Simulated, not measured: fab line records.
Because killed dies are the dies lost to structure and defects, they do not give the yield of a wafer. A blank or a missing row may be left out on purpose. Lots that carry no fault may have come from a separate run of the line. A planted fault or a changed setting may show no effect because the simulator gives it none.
Problem report, 8D (eight disciplines) form, completed by code / flow n5 finfet / the parts of the form that need people (team, actions taken, sign-off) are left out

## 1. WHAT WENT WRONG
Mean of trench depth nm at N5_BEOL_M3_OCD_MEAS_38: 47.8 nm across 2 wafers in 2 lots; on wafers with no fault it is 55.4 nm (standard deviation 1.2). That puts it -6.3 standard deviations away from the usual mean.
First seen on wafer L844.2, day 11 22:59, on ocd-02. The record has a number at this step for 27 wafers belonging to 9 lots. Rule for "out", or "out of limits": more than 4 standard deviations from the usual mean. Any other wafer with a number is counted as sound.

## 2. WHAT IT IS AND WHAT IT IS NOT
question=which readings at this step | is=trench depth nm | is not=-
question=which lots | is=L844, L846 | is not=L829, L830, L833, L836, L840, L850, L851
question=which wafers of those lots | is=L844.2, L846.6 | is not=L844.3, L844.5, L846.2, L846.4
question=read on which gauges | is=ocd-02 | is not=ocd-01
question=when | is=from day 11 22:59 | is not=up to then (17 sound wafers); but 8 sound wafers of L846, L850, L851 came after

## 3. WHAT RULES OUT EACH SUSPECT
Counting: a tool at a process step up to the reading stays a suspect if it ran every lot that is out. Sound lots after the first of them don't rule it out here, since some wafers of a struck lot are sound.
- the gauge at N5_BEOL_M3_OCD_MEAS_38: kept. All the wafers that are out were read on ocd-02, and no step on other tools shows them out.
- rie diel-06 at N5_BEOL_M3_ETCH_77 (etches underlayer in N2/H2, target depth 6.5 nm, time 5.2 s): kept. It processed each lot that is out (first: L844, day 11 01:44); up to then, its last sound lot is L840 (day 10 02:02).
- rie diel-06 at N5_BEOL_M3_TRENCH_ETCH_37 (etches SiOC in C4F6/O2, target depth 55.555 nm, time 29.2 s): kept. It processed each lot that is out (first: L844, day 11 22:49); up to then, its last sound lot is L840 (day 10 03:01).
- rie diel-06, N5_BEOL_M3_TRENCH_ETCH_37: wafers that are out in chamber 0, sound lot-mates in chambers 1, 2, 3.
After the count, these remain: rie diel-06 at N5_BEOL_M3_ETCH_77, rie diel-06 at N5_BEOL_M3_TRENCH_ETCH_37 and ocd-02 at N5_BEOL_M3_OCD_MEAS_38.

## 4. THE CAUSE (what the simulator had put in)
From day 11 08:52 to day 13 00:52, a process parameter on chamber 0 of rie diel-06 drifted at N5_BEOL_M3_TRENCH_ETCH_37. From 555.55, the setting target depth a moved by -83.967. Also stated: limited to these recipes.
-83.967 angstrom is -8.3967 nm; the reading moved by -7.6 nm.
After counting, 3 suspects remain, this tool included.

## 5. THE EFFECT CHAIN, in route order
Each row: a reading where the mean over the struck wafers with a number is more than 3 standard deviations away from the usual. Scope: only readings with a usual standard deviation given in the record; hours: median across lots of the time from each lot's start at the first step in this table that gives one to its start at this step; sigmas: change in usual standard deviations.
hours=0; step=N5_BEOL_M3_OCD_MEAS_38; reading=trench depth nm; usual=55.4 nm; on struck wafers=47.8; change=-7.6; sigmas=-6.3
Later steps that measure or inspect, where all struck wafers having a row at the step show a number for every such reading and not one has moved that far: N5_BEOL_M4_RC_MEAS_101.

## 6. WHAT WOULD HAVE CAUGHT IT SOONER
14 hours passed between the start of the fault at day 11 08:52 and the first reading out of limits at a measuring or inspecting step in this record, taken at day 11 22:59.
An alarm limit of 4 standard deviations would not have fired on the tool readings at N5_BEOL_M3_TRENCH_ETCH_37 for which the record gives a usual standard deviation, since none of them was out on any struck wafer.
Of the lots that are out (2), L846 began N5_BEOL_M3_TRENCH_ETCH_37 on rie diel-06 after day 11 22:59. A hold on the tool at that time would have spared it.
